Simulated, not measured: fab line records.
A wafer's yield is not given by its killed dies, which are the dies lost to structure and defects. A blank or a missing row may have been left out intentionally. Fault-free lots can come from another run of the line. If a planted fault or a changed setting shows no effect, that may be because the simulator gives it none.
Comparing a struck lot with a sound one | flow nand harc | 15 steps out of a route of 1302
Sound: wafers L338.2, L338.5, L338.6. Struck: wafers L342.2, L342.4, L342.6. The cause is given at the end.
For every step that has rows: the tool of each side, followed by ch and its chambers, followed by its first start. Under that, the readings that differ: sound wafers | struck wafers | difference of the means | sigmas: that difference in standard deviations of wafers without a fault.
alike: same words and numbers on both sides, and readings whose means sit less than 2 such deviations apart. not compared: any withheld reading, any reading some wafer has no value for, any bound like >300 that may hide the same value, and any number with overlapping values for which the record gives no deviation.
Wherever a step has rows on one side only, a row that says differs or no value, or a row with sigmas, the two part there. When numbers do not overlap yet have no deviation, they are printed without sigmas and do not part them. A reading missing from all wafers of one side parts the sides only when that side holds two or more wafers.

NHARC_A_M1_PRE_CLEAN_30: time 30 s.
  sound on pvd sputter-01; struck on pvd sputter-01
  alike: heater power w
NHARC_A_M1_PVD_20: deposits TaN, target thk 5 nm, time 8.06 s.
  sound on pvd sputter-01; struck on pvd sputter-01
  alike: chamber pressure pa, throttle valve pct
NHARC_A_M1_PVD_21: deposits Cu, target thk 30 nm, time 20.49 s.
  sound on pvd sputter-01; struck on pvd sputter-01
  alike: chamber pressure pa, throttle valve pct
then, 1 step without rows for these wafers: NHARC_A_M1_ECD_22 (material Cu, target thk 400 nm).
NHARC_A_M1_ANNEAL_31: time 90 s.
  sound on rtp anneal-01 ch 0, day 28 18:16; struck on rtp anneal-01 ch 0, day 30 23:04
  alike: anneal temp c, wafer_temp_C_max
NHARC_A_M1_CMP_23: polishes, t overpolish 20 s, target thk 154.34 nm.
  sound on cmp-02 ch 0,3, day 28 18:34; struck on cmp-01 ch 1,3, day 30 23:23
  alike: motor current A, time to endpoint s
NHARC_A_M1_THK_MEAS_24: measures by xrf.
  sound on film metro-01, day 28 18:53; struck on film metro-02, day 30 23:41
  alike: thk nm
next, for these wafers, 1 step has no rows: NHARC_A_M1_SRD_25.
NHARC_A_M1_INSPECT_27:
  sound on defect inspect-02, day 28 19:02; struck on defect inspect-02, day 30 23:50
  alike: raw defect count
then, 2 steps without rows for these wafers: NHARC_A_M1_PRE_CLEAN_32 (time 12 s); NHARC_A_M1_DEP_33 (deposits SiCN, target thk 30 nm).
NHARC_A_BONDPAD_DEP_00: deposits SiCN, target thk 250 nm.
  sound on pecvd-02 ch 1,2, day 28 19:44; struck on pecvd-02 ch 1,2, day 31 01:02
  no value came back on the struck wafers for chamber pressure Torr (Torr), heater power outer w (W), heater power w (W); on the sound wafers chamber pressure Torr (Torr) reads 2.985 3.000 2.994
then, 2 steps without rows for these wafers: NHARC_A_BONDPAD_CMP_29 (polishes SiCN, target thk 200 nm); NHARC_A_BONDPAD_SRD_31.
NHARC_END_SORT_01:
  sound on prober-02 ch 0, day 30 04:02; struck on prober-01 ch 0, day 32 06:38
  reading                  | sound    | struck      | difference | sigmas
  defect limited yield (%) | 92 92 93 | 0 0 0       | -92        | -23
  killed at array          | 47 50 42 | 671 671 673 | +625       | +23
  killed dies              | 56 55 46 | 677 677 677 | +625       | +22
  alike: killed at other, killed at periphery, killed open, killed short

== WHERE THEY PART ==
Earliest at NHARC_A_BONDPAD_DEP_00; latest, in this record, at NHARC_END_SORT_01.

WHY: the cause the simulator had injected
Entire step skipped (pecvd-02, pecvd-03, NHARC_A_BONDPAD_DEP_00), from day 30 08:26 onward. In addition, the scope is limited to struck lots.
